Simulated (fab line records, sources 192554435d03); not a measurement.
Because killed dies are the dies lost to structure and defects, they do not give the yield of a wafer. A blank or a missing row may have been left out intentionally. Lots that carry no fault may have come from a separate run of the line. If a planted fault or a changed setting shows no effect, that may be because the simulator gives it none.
Chamber matching / flow n5-finfet / N5_BEOL_M5_STRIP_36 on rie-diel-04: 4 sister chambers
The step strips in N2/H2. 8 wafers are shown with their chamber, then 12 later ones without.

## EACH WAFER AND ITS CHAMBER
wafer=L082.1; chamber=3; drypump-motor-current-A (A)=6.0; showerhead-plenum-p-Torr (Torr)=2.42
wafer=L083.5; chamber=1; drypump-motor-current-A (A)=5.4; showerhead-plenum-p-Torr (Torr)=2.46
wafer=L083.6; chamber=0; drypump-motor-current-A (A)=6.3; showerhead-plenum-p-Torr (Torr)=2.52
wafer=L087.1; chamber=3; drypump-motor-current-A (A)=6.0; showerhead-plenum-p-Torr (Torr)=2.42
wafer=L087.5; chamber=2; drypump-motor-current-A (A)=4.8; showerhead-plenum-p-Torr (Torr)=2.62
wafer=L088.1; chamber=1; drypump-motor-current-A (A)=5.4; showerhead-plenum-p-Torr (Torr)=2.46
wafer=L088.2; chamber=2; drypump-motor-current-A (A)=4.7; showerhead-plenum-p-Torr (Torr)=2.63
wafer=L088.3; chamber=0; drypump-motor-current-A (A)=6.3; showerhead-plenum-p-Torr (Torr)=2.52

## WAFERS MISSING THEIR CHAMBER
wafer=L088.4; drypump-motor-current-A (A)=6.0; showerhead-plenum-p-Torr (Torr)=2.42
wafer=L088.5; drypump-motor-current-A (A)=6.0; showerhead-plenum-p-Torr (Torr)=2.42
wafer=L088.6; drypump-motor-current-A (A)=6.2; showerhead-plenum-p-Torr (Torr)=2.52
wafer=L090.1; drypump-motor-current-A (A)=5.4; showerhead-plenum-p-Torr (Torr)=2.46
wafer=L090.2; drypump-motor-current-A (A)=4.8; showerhead-plenum-p-Torr (Torr)=2.62
wafer=L090.3; drypump-motor-current-A (A)=6.0; showerhead-plenum-p-Torr (Torr)=2.42
wafer=L089.1; drypump-motor-current-A (A)=6.3; showerhead-plenum-p-Torr (Torr)=2.52
wafer=L089.2; drypump-motor-current-A (A)=5.4; showerhead-plenum-p-Torr (Torr)=2.46
wafer=L089.4; drypump-motor-current-A (A)=6.0; showerhead-plenum-p-Torr (Torr)=2.42
wafer=L095.1; drypump-motor-current-A (A)=6.3; showerhead-plenum-p-Torr (Torr)=2.52
wafer=L095.2; drypump-motor-current-A (A)=6.0; showerhead-plenum-p-Torr (Torr)=2.42
wafer=L095.3; drypump-motor-current-A (A)=4.8; showerhead-plenum-p-Torr (Torr)=2.62

## EACH ONE'S CHAMBER
wafer=L088.4; from the rows above=3; in truth=3
wafer=L088.5; from the rows above=3; in truth=3
wafer=L088.6; from the rows above=0; in truth=0
wafer=L090.1; from the rows above=1; in truth=1
wafer=L090.2; from the rows above=2; in truth=2
wafer=L090.3; from the rows above=3; in truth=3
wafer=L089.1; from the rows above=0; in truth=0
wafer=L089.2; from the rows above=1; in truth=1
wafer=L089.4; from the rows above=3; in truth=3
wafer=L095.1; from the rows above=0; in truth=0
wafer=L095.2; from the rows above=3; in truth=3
wafer=L095.3; from the rows above=2; in truth=2
Correct placement for 12 of the 12. Not placeable from these rows: 0. Placed wrongly: 0.
How it was worked out, from the rows above alone: a wafer's distance from a chamber is the root of the sum, over the readings, of the square of ((its reading less the chamber's mean) divided by the reading's scatter). If the next closest chamber is less than 2 further off than the closest, the wafer can't be placed; otherwise it belongs to the closest. The mean given for a chamber averages the wafers shown for that chamber. The scatter is the square root of a quotient: the sum, over the shown wafers, of each reading's squared deviation from its chamber's mean, divided by wafers minus chambers.
